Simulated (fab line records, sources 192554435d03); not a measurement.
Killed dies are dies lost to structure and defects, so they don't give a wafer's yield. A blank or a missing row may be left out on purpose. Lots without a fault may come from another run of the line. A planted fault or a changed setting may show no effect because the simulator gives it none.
Which tool did it? | flow n5_finfet | 9 lots, 27 wafers sampled, at 6 steps of a route of 1938

WHAT THE GAUGES READ, wafer by wafer
N5_GATE_CUT_THK_MEAS_24.
lot  | measured     | on            | GC_FILL_THK (nm)
L598 | day 4 22:19  | film_metro-01 | 220.6 221.5 220.8
L601 | day 5 14:02  | film_metro-02 | 219.4 220.6 218.9
L602 | day 5 23:51  | film_metro-02 | 217.8 218.8 220.0
L608 | day 7 10:54  | film_metro-01 | 129.5 131.4 130.5
L609 | day 7 21:03  | film_metro-02 | 131.8 132.6 133.2
L610 | day 8 00:54  | film_metro-02 | 132.3 133.1 131.7
L617 | day 9 18:46  | film_metro-02 | 219.7 221.8 221.4
L618 | day 9 20:16  | film_metro-01 | 218.8 218.2 218.7
L619 | day 10 06:41 | film_metro-01 | 218.8 217.7 216.9

WHICH TOOL RAN EACH LOT (tool, then ch and the chambers of the sampled wafers, then the start)
lot  | N5_GATE_CUT_DESCUM_18              | N5_GATE_CUT_VAPOR_ETCH_48         | N5_GATE_CUT_VAPOR_ETCH_51         | N5_GATE_CUT_ALD_22                | N5_GATE_CUT_CMP_23
L598 | rie_diel-03 ch 0,1,3, day 4 17:46  | rie_metal-03 ch 0,1, day 4 18:20  | rie_metal-03 ch 0,1, day 4 18:23  | ald_sin-03 ch 1,2,3, day 4 20:32  | cmp-03 ch 1,2,3, day 4 22:01
L601 | rie_diel-04 ch 0,1,2, day 5 11:23  | rie_metal-03 ch 0,1, day 5 11:58  | rie_metal-03 ch 0,1, day 5 12:02  | ald_sin-03 ch 0,1,2, day 5 12:59  | cmp-03 ch 0,3, day 5 13:46
L602 | rie_diel-06 ch 0,2, day 5 20:58    | rie_metal-03 ch 0,1, day 5 21:43  | rie_metal-03 ch 0,1, day 5 21:47  | ald_sin-03 ch 0,2, day 5 22:04    | cmp-04 ch 0,2,3, day 5 23:33
L608 | rie_diel-06 ch 0,1,2, day 7 08:17  | rie_metal-03 ch 0,1, day 7 08:51  | rie_metal-03 ch 0,1, day 7 08:55  | ald_sin-03 ch 0,1,3, day 7 09:07  | cmp-01 ch 0,2,3, day 7 10:38
L609 | rie_diel-04 ch 0,2,3, day 7 18:23  | rie_metal-03 ch 0,1, day 7 18:58  | rie_metal-03 ch 0,1, day 7 19:02  | ald_sin-02 ch 2,3, day 7 19:16    | cmp-01 ch 1,2,3, day 7 20:45
L610 | rie_diel-06 ch 0,1,2, day 7 22:16  | rie_metal-02 ch 1, day 7 22:50    | rie_metal-02 ch 1, day 7 22:54    | ald_sin-03 ch 0,2, day 7 23:07    | cmp-04 ch 1,2,3, day 8 00:36
L617 | rie_diel-04 ch 0,2, day 9 16:03    | rie_metal-02 ch 0,1, day 9 16:41  | rie_metal-02 ch 0,1, day 9 16:46  | ald_sin-03 ch 0,1,3, day 9 16:59  | cmp-01 ch 1,2,3, day 9 18:32
L618 | rie_diel-04 ch 0,1, day 9 17:38    | rie_metal-03 ch 0,1, day 9 18:13  | rie_metal-03 ch 0,1, day 9 18:16  | ald_sin-03 ch 1,2,3, day 9 18:28  | cmp-03 ch 1,2,3, day 9 20:05
L619 | rie_diel-04 ch 0,1,2, day 10 01:19 | rie_metal-02 ch 0,1, day 10 01:54 | rie_metal-02 ch 0,1, day 10 01:58 | ald_sin-02 ch 0,2,3, day 10 04:54 | cmp-01 ch 1,2,3, day 10 06:26
- N5_GATE_CUT_DESCUM_18: chemistry O2, time 7 s.
- N5_GATE_CUT_VAPOR_ETCH_48: etches TiN in BCl3/Cl2.
- N5_GATE_CUT_VAPOR_ETCH_51: etches HfO2 in BCl3/Cl2.
- N5_GATE_CUT_ALD_22: deposits SiNx, target thk 16 nm, pulse time 1 s, ald cycles 320.
- N5_GATE_CUT_CMP_23: polishes, stops on SiO2, t overpolish 23.4 s, target thk 16 nm.

THE ANSWER, worked out from the rows above alone
Rule: what is usual is taken from the lots themselves. Put in order of their means at a reading, lots are off if they are a third of the lots or fewer, leave a main group of 4 or more, and stand apart from it by a gap of 3 or more times the standard deviation of the main group's means; of several such gaps the widest counts. A main group whose means are all the same, to the digits that the tables above print for the reading, isn't used. A lot without any number at a reading at which 4 lots or more have one is off too. The other lots that the step has rows for count as sound.
Off: L608, L609, L610, at N5_GATE_CUT_THK_MEAS_24 (GC_FILL_THK). The main group: mean 219.5 nm, standard deviation 1.2.
A tool fits if, at a process step before that reading, it ran every lot that is off, and no sound lot after the first of them. The gauges at N5_GATE_CUT_THK_MEAS_24 are tried like those tools. None of those tried fits.

WHAT THE SIMULATOR HAD PUT IN
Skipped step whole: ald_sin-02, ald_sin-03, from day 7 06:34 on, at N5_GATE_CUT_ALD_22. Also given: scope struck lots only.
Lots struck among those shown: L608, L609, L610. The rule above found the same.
